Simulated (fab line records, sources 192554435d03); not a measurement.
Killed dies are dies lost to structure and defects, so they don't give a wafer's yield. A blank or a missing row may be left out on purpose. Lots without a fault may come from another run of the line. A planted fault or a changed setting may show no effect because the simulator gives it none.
fab line records | flow n5_finfet | part 2 of 2: steps 21 to 28 of 28
record lots=5 wafers=15 last_day=16
route steps=1938 shown BEOL_M10@1492
lots that met no fault: from a run of the same line without faults
start_h: hours from the record's first day to the start of the lot's first wafer shown | wait_h: hours since the lot's step before | " the same as in the row above | L1.1+2: a row that stands for several wafers | - no value, or no start given | * or withheld: withheld | < > ~ a bound
route shown NAME@n: a module of which the file shows steps, and the number in the route of the first | usual: mean/standard deviation of fault-free wafers | same: alike in all rows | chamber/n: place in a boat | sites: the reading at each site | _std_site: their standard deviation | _edge_site: outer sites' mean less inner sites' | radius_mm: how far each site lies from the wafer's centre | mask NAME#n: copy n | behind: the tool/chamber that last shaped the wafer | hold: why the lot was held/for how many hours/how that ended | device: the transistor (n, p or np) that didn't switch | end of line: the same wafers' tests at the end of the route | a step without rows: its recipe alone | killed: dies lost to structure and defects at the first sort, not the wafer's yield | map: a wafer's dies, x killed, . not, _ none there
set.NAME: the setting as run; set.NAME@STEP: as run at that earlier step | model.NAME: the simulator's own value behind a step, which no gauge read
lots at some steps of the route; a table a step, a row a wafer
services: from which hour (start_h, from the record's first day; less than 0 if before it) a tool's chamber was out of use, for how many hours, and why
## steps
# step N5_BEOL_M10_TRENCH_ETCH_37
# recipe chemistry=C4F6/O2 target_depth_a=1488.3 target=SiCOH_lowk time_s=48 ion_energy_ev=250 pressure_mtorr=30 source_w=345 bias_w=185 Ar_flow_sccm=300 C4F6_flow_sccm=10 O2_flow_sccm=10
# usual drypump_motor_current_A=5.4/0.37 mfc_ar_sccm=299.9/0.98 oes_product_au=0.74/0.076 rf_vpp_V=666/9.7 showerhead_plenum_p_Torr=2.81/0.1 throttle_valve_pct=20.96/0.18
# columns lot.wafer tool chamber start_h wait_h drypump_motor_current_A mfc_ar_sccm oes_product_au rf_hours_counter_h rf_vpp_V showerhead_plenum_p_Torr throttle_valve_pct
L074.4 rie_diel-02 0 - - 5.7 300.6 0.69 213 672 2.72 21.04
L074.5 " 1 " " 5.0 298.1 0.84 - 653 2.90 20.71
L074.6 " 0 " " 5.7 301.0 0.69 - 673 2.72 21.03
L081.3 rie_diel-02 1 - - 5.0 298.9 0.83 60 653 2.90 20.74
L081.4 " 3 " " 5.4 298.8 0.86 63 661 2.88 20.83
L081.6 " 1 " " 5.0 300.4 0.82 - 656 2.90 20.74
L083.3 rie_diel-04 2 - - 4.8 301.5 0.83 71 676 2.77 20.84
L083.4 " 2 " " 4.8 300.9 0.83 - 673 2.77 20.83
L083.6 " 3 " " 5.6 298.6 0.68 - 682 2.69 20.92
L089.1 rie_diel-05 2 - - 5.9 300.3 0.68 240 669 2.92 20.90
L089.2 " 3 " " 5.8 300.4 0.81 63 671 3.00 20.85
L089.6 " 3 " " 5.7 299.1 0.80 - 671 3.00 20.84
L092.1 rie_diel-05 1 - - 5.5 298.8 0.69 240 674 2.71 21.19
L092.3 " 2 " " 5.9 299.1 0.67 247 671 2.92 20.91
L092.4 " 3 " " 5.7 299.9 0.81 70 672 2.99 20.84
# step N5_BEOL_M10_ETCH_41
# recipe chemistry=CH3F/O2 target=SiCN target_depth_a=426 taper_deg=2 time_s=86 ion_energy_ev=120 mask_material=TiN pressure_mtorr=30 source_w=395 bias_w=75 Ar_flow_sccm=150 CH3F_flow_sccm=30 O2_flow_sccm=20
# usual drypump_motor_current_A=5.4/0.38 mfc_ar_sccm=150.0/0.45 oes_product_au=0.74/0.076 rf_vpp_V=296.8/1.7 showerhead_plenum_p_Torr=1.97/0.078 throttle_valve_pct=16.36/0.19
# columns lot.wafer tool chamber start_h wait_h drypump_motor_current_A mfc_ar_sccm oes_product_au rf_hours_counter_h rf_vpp_V showerhead_plenum_p_Torr throttle_valve_pct
L074.4 rie_diel-02 0 - - 5.7 150.7 0.70 213 294.8 1.91 16.42
L074.5 " 1 " " 4.9 149.2 0.85 - 297.5 2.04 16.06
L074.6 " 0 " " 5.7 150.2 0.70 - 295.2 1.91 16.44
L081.3 rie_diel-02 1 - - 4.9 149.7 0.82 60 296.6 2.04 16.10
L081.4 " 3 " " 5.4 150.6 0.85 63 298.2 2.02 16.21
L081.6 " 1 " " 5.0 149.3 0.82 - 298.3 2.04 16.10
L083.3 rie_diel-04 2 - - 4.8 149.3 0.84 71 296.1 1.94 16.23
L083.4 " 2 " " 4.8 149.9 0.84 - 296.5 1.94 16.23
L083.6 " 3 " " 5.6 150.2 0.69 - 295.8 1.88 16.36
L089.1 rie_diel-05 2 - - 5.9 151.4 0.67 240 298.4 2.05 16.34
L089.2 " 3 " " 5.7 150.3 0.81 63 298.7 2.11 16.22
L089.6 " 3 " " 5.7 150.8 0.81 - 299.9 2.11 16.23
L092.1 rie_diel-05 1 - - 5.5 149.9 0.70 240 295.0 1.90 16.59
L092.3 " 2 " " 5.9 149.6 0.68 247 298.7 2.05 16.35
L092.4 " 3 " " 5.7 149.9 0.80 70 298.4 2.11 16.22
# step N5_BEOL_M10_STRIP_77
# recipe chemistry=N2/H2 time_s=10 power_w=450 temp_c=40 pressure_mtorr=20 rf_frequency_hz=6e+07 bias_power_w=7 n2_flow_sccm=200 h2_flow_sccm=200
# usual drypump_motor_current_A=5.4/0.38 oes_product_au=0.75/0.079 rf_vpp_V=59.0/0.82 showerhead_plenum_p_Torr=2.50/0.094 throttle_valve_pct=23.64/0.28
# columns lot.wafer tool chamber start_h wait_h drypump_motor_current_A oes_product_au rf_hours_counter_h rf_vpp_V showerhead_plenum_p_Torr throttle_valve_pct
L074.4 rie_diel-02 0 - - 5.7 0.69 213 58.4 2.43 24.10
L074.5 " 1 " " 4.9 0.85 - 59.9 2.58 23.27
L074.6 " 0 " " 5.7 0.69 - 58.3 2.43 24.13
L081.3 rie_diel-02 1 - - 4.9 0.84 60 59.4 2.57 23.28
L081.4 " 3 " " 5.4 0.86 63 58.8 2.56 23.38
L081.6 " 1 " " 5.0 0.83 - 59.7 2.57 23.29
L083.3 rie_diel-04 2 - - 4.8 0.83 71 59.0 2.46 23.32
L083.4 " 2 " " 4.8 0.85 - 59.9 2.46 23.33
L083.6 " 3 " " 5.6 0.67 - 58.9 2.40 23.58
L089.1 rie_diel-05 2 - - 5.9 0.67 240 60.1 2.61 23.72
L089.2 " 3 " " 5.7 0.84 63 58.7 2.69 23.60
L089.6 " 3 " " 5.8 0.83 - 61.3 2.69 23.60
L092.1 rie_diel-05 1 - - 5.5 0.70 240 59.1 2.40 23.92
L092.3 " 2 " " 5.9 0.68 248 59.6 2.61 23.74
L092.4 " 3 " " 5.7 0.81 70 58.9 2.68 23.59
# step N5_BEOL_M10_OCD_MEAS_38
# usual trench_depth_nm=146.9/1.8
# columns lot.wafer tool chamber start_h wait_h trench_depth_nm
L074.4 ocd-02 - 219.62 - 145.2
L074.5 " - " " 147.3
L074.6 " - " " 145.6
L081.3 ocd-01 - 249.10 - 148.0
L081.4 " - " " 147.7
L081.6 " - " " 148.3
L083.3 ocd-02 - 270.45 - 147.7
L083.4 " - " " 148.5
L083.6 " - " " 146.2
L089.1 ocd-02 - 307.44 - 146.8
L089.2 " - " " 143.9
L089.6 " - " " 143.2
L092.1 ocd-02 - 328.53 - 144.9
L092.3 " - " " 147.1
L092.4 " - " " 143.1
# step N5_BEOL_M10_HM_STRIP_39
# recipe chemistry=peroxide_tin_strip material=TiN target_depth_a=250 temp_c=50 time_s=158
# usual bath_guard_temp_C=50.2/0.55
# columns lot.wafer tool chamber start_h wait_h bath_guard_temp_C
L074.4 wet_bench-05 3 219.65 0.0 51.2
L074.5 " 7 " " 50.4
L074.6 " 6 " " 50.3
L081.3 wet_bench-06 3 249.13 0.0 51.3
L081.4 " 0 " " 50.1
L081.6 " 7 " " 50.2
L083.3 wet_bench-06 5 270.48 0.0 49.9
L083.4 " 1 " " 50.3
L083.6 " 2 " " 49.7
L089.1 wet_bench-01 6 307.47 0.0 49.9
L089.2 " 3 " " 48.9
L089.6 " 5 " " 50.3
L092.1 wet_bench-06 1 328.56 0.0 49.8
L092.3 " 7 " " 50.3
L092.4 " 6 " " 50.0
# step N5_BEOL_M10_SRD_40
# recipe time_s=30 temp_c=23 rinse_liquid=diw dry=ipa_marangoni
# columns lot.wafer tool chamber start_h wait_h
L074.4+5+6 wet_bench-05 3,7,6 219.70 0.0
L081.3+4+6 wet_bench-06 3,0,7 249.18 0.0
L083.3+4+6 wet_bench-06 5,1,2 270.53 0.0
L089.1+2+6 wet_bench-01 6,3,5 307.52 0.0
L092.1+3+4 wet_bench-06 1,7,6 328.61 0.0
# step N5_BEOL_M10_PRECLEAN_42
# recipe chemistry=residue_remover time_s=60 temp_c=40
# usual bath_guard_temp_C=40.2/0.54
# columns lot.wafer tool chamber start_h wait_h bath_guard_temp_C
L074.4 wet_bench-05 3 219.72 0.0 40.6
L074.5 " 7 " " 40.5
L074.6 " 6 " " 40.4
L081.3 wet_bench-06 3 249.19 0.0 41.5
L081.4 " 0 " " 40.2
L081.6 " 7 " " 39.7
L083.3 wet_bench-06 5 270.55 0.0 39.7
L083.4 " 1 " " 40.2
L083.6 " 2 " " 40.2
L089.1 wet_bench-01 6 307.54 0.0 39.8
L089.2 " 3 " " 39.2
L089.6 " 5 " " 40.8
L092.1 wet_bench-06 1 328.62 0.0 40.2
L092.3 " 7 " " 40.1
L092.4 " 6 " " 40.4
# step N5_BEOL_M10_SRD_43
# recipe time_s=30 temp_c=23 rinse_liquid=diw dry=ipa_marangoni
# columns lot.wafer tool chamber start_h wait_h
L074.4+5+6 wet_bench-05 3,7,6 219.73 0.0
L081.3+4+6 wet_bench-06 3,0,7 249.21 0.0
L083.3+4+6 wet_bench-06 5,1,2 270.56 0.0
L089.1+2+6 wet_bench-01 6,3,5 307.55 0.0
L092.1+3+4 wet_bench-06 1,7,6 328.64 0.0
## services
# columns tool chamber start_h hours kind
arfi_scanner-01 - 201.77 17.3 pm
rie_diel-04 - 212.45 14.6 pm
rie_diel-05 0 213.96 11.5 repair
arfi_scanner-02 - 218.71 1.3 pm
arfi_scanner-01 - 219.10 1.0 pm
arfi_scanner-01 - 220.10 0.8 pm
rie_diel-05 - 227.23 15.6 pm
rie_diel-05 1 253.43 2.5 repair
wet_bench-06 - 256.14 4.4 pm
arfi_scanner-02 - 257.86 16.0 pm
arfi_scanner-01 - 271.69 1.0 pm
rie_diel-02 - 273.16 0.6 repair
rie_diel-05 - 278.82 0.5 repair
wet_bench-06 - 282.13 0.8 repair
rie_diel-05 2 282.21 3.3 repair
arfi_scanner-02 - 282.45 1.7 repair
wet_bench-06 - 284.40 2.3 repair
wet_bench-01 - 285.59 1.9 pm
arfi_scanner-01 - 288.63 0.8 repair
arfi_scanner-01 - 295.98 0.8 pm
arfi_scanner-02 - 300.34 1.0 pm
arfi_scanner-01 - 310.06 1.3 pm
rie_diel-02 3 310.74 16.3 repair
arfi_scanner-01 - 312.18 2.7 repair
